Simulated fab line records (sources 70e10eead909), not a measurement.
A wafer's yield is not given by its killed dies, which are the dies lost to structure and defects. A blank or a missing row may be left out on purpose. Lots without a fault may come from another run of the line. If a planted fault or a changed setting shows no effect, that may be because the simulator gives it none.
Struck lot and sound lot, side by side :: flow nand-harc :: 44 steps out of a route of 1159
Sound: these wafers, L934.1, L934.2, L934.5. The struck wafers were L942.2, L942.5, L942.6. The cause is named last.
Per side, at each step with rows, come the tool, then ch with its chambers, and then its first start. Under that, the readings that differ: sound wafers :: struck wafers :: difference of the means :: sigmas: that difference in standard deviations of wafers without a fault.
alike: readings whose means differ by less than 2 such deviations, and words and numbers that are the same on both sides. not compared: withheld readings, readings that some wafer has no value for, bounds like >300 that may hide the same value, and numbers for which the record gives no deviation and whose values overlap.
Wherever a step has rows on one side only, a row that says differs or no value, or a row with sigmas, the two part there. Numbers that have no deviation but don't overlap get no sigmas and don't part them. Lack of a reading on every wafer of one side parts them only where that side has two or more wafers.

first, 2 steps without rows for these wafers: NHARC_P_GATE_PEB_09 (peb time 85 s); NHARC_P_GATE_DEVELOP_10 (time 70 s).
NHARC_P_GATE_CD_MEAS_11: target cd 1640 nm.
  sound on cd-sem-03 ch 0, day 4 22:34; struck on cd-sem-03 ch 0, day 7 08:30
  alike: cd-nm
then, 8 steps without rows for these wafers: NHARC_P_GATE_HARDBAKE_12 (time 80 s); NHARC_P_GATE_DESCUM_13 (chemistry O2, time 3 s); NHARC_P_GATE_ETCH_14 (etches SiO2 in dHF, target depth 48.8 nm); NHARC_P_GATE_STRIP_15 (strips in SPM, time 780 s); NHARC_P_GATE_PRECLEAN_71 (cleans in SC1); NHARC_P_GATE_SRD_72; NHARC_P_GATE_OXIDE_16 (material SiO2, target thk 3 nm, ox time 392 s); NHARC_P_GATE_CVD_17 (deposits poly-Si, target thk 150 nm, time 900 s).
NHARC_P_GATE_HM_DEP_102: deposits aC, target thk 120 nm.
  sound on acl-dep-02 ch 0, day 5 10:57; struck on acl-dep-02 ch 0, day 7 20:43
  alike: throttle-valve-pct
NHARC_P_GATE_DEP_103: deposits SiON, target thk 30 nm.
  sound on pecvd-03 ch 0,1,2, day 5 11:41; struck on pecvd-03 ch 0,1,2, day 7 21:52
  alike: heater-power-outer-w, heater-power-w
then, 8 steps without rows for these wafers: NHARC_P_GATE_DEHYDRATE_18 (time 120 s); NHARC_P_GATE_HMDS_19 (time 30 s); NHARC_P_GATE_COAT_20 (resist thk 90 nm); NHARC_P_GATE_SOFTBAKE_21 (time 55 s); NHARC_P_GATE_EBR_22; NHARC_P_GATE_EXPOSE_23 (exposes mask P GATE, target cd 120 nm); NHARC_P_GATE_PEB_24 (peb time 65 s); NHARC_P_GATE_DEVELOP_25 (develop time 35 s).
NHARC_P_GATE_CD_MEAS_26: target cd 120 nm.
  sound on cd-sem-02 ch 0, day 5 12:22; struck on cd-sem-03 ch 0, day 7 22:31
reading: cd-nm (nm)
sound: 120.7 121.5 120.1
struck: 119.9 118.5 118.5
difference: -1.8
sigmas: -2
NHARC_P_GATE_OVL_MEAS_27:
  sound on overlay-01, day 5 12:28; struck on overlay-02, day 7 22:36
  alike: overlay-x-nm, overlay-y-nm
NHARC_P_GATE_INSPECT_28:
  sound on defect-inspect-01, day 5 12:30; struck on defect-inspect-01, day 7 22:38
reading: raw-defect-count
sound: 7 6 2
struck: 496 457 495
difference: +478
sigmas: +99 or more
then, 1 step without rows for these wafers: NHARC_P_GATE_DESCUM_31 (chemistry O2, time 3 s).
NHARC_P_GATE_ETCH_104: etches the open film in CF4/CHF3, target depth 60 nm.
  sound on rie-diel-03 ch 1,2,3, day 5 12:40; struck on rie-diel-12 ch 0,3, day 7 22:58
  alike: drypump-motor-current-A, oes-product-au, rf-vpp-V, showerhead-plenum-p-Torr, throttle-valve-pct
then, 3 steps without rows for these wafers: NHARC_P_GATE_HM_OPEN_105 (chemistry O2/COS, target depth 360 nm); NHARC_P_GATE_STRIP_106 (strips in O2/COS); NHARC_P_GATE_ETCH_114 (etches the open film in CF4/O2, target depth 30 nm, overetch 3 nm, time 16.5 s).
NHARC_P_GATE_ETCH_32: etches the open film in HBr/Cl2, target depth 150 nm, time 100.1 s.
  sound on rie-si-02 ch 0,1, day 5 13:03; struck on rie-si-05 ch 1,2, day 7 23:38
  alike: drypump-motor-current-A, oes-product-au, throttle-valve-pct
  not compared: rf-hours-counter-h
then, 1 step without rows for these wafers: NHARC_P_GATE_STRIP_108 (strips in O2).
NHARC_P_GATE_CD_MEAS_33:
  sound on cd-sem-02, day 5 13:23; struck on cd-sem-02, day 7 23:58
  alike: cd-nm
then, 3 steps without rows for these wafers: NHARC_P_GATE_STRIP_35 (strips in SPM, time 600 s); NHARC_P_GATE_PRECLEAN_73 (cleans in SC1); NHARC_P_GATE_SRD_74.
NHARC_P_GATE_ALD_36: deposits SiNx, target thk 20 nm, pulse time 60 s, ald cycles 223.
  sound on ald-sin-04 ch 0,1,2, day 5 14:54; struck on ald-sin-01 ch 0,3, day 8 01:28
  alike: heater-power-outer-w, heater-power-w, precursor-pulse-height-rel
NHARC_P_GATE_ETCHBACK_37: etches the open film in CHF3/O2, target depth 34.5 nm, time 17.2 s.
  sound: rie-diel-03 ch 0,1,3; struck: rie-diel-12 ch 1,2
  alike: drypump-motor-current-A, oes-product-au, rf-vpp-V, showerhead-plenum-p-Torr, throttle-valve-pct
  not compared: rf-hours-counter-h
then, 5 steps without rows for these wafers: NHARC_P_GATE_STRIP_101 (strips in O2, time 20 s); NHARC_P_GATE_PRECLEAN_97 (cleans in SPM, time 600 s); NHARC_P_GATE_SRD_98; NHARC_P_GATE_PRECLEAN_99 (cleans in SC1); NHARC_P_GATE_SRD_100.
NHARC_P_GATE_INSPECT_68:
  sound on defect-inspect-01, day 6 07:08; struck on defect-inspect-01, day 8 17:32
reading: raw-defect-count
sound: 106 153 180
struck: 682 654 743
difference: +547
sigmas: +8
-- break in the record here, with 14 days between the starts of the struck wafers on either side (left off in module P_GATE, picked up again in module END, where the first step shown is number 1159 on the route) --
NHARC_END_SORT_01:
  the record has rows for the struck wafers here (prober-01 ch 0, day 23 03:29) and none for the sound ones

## WHERE THEY PART
Earliest at NHARC_P_GATE_CD_MEAS_26; latest, in this record, at NHARC_END_SORT_01.

WHY: what had been put in by the simulator
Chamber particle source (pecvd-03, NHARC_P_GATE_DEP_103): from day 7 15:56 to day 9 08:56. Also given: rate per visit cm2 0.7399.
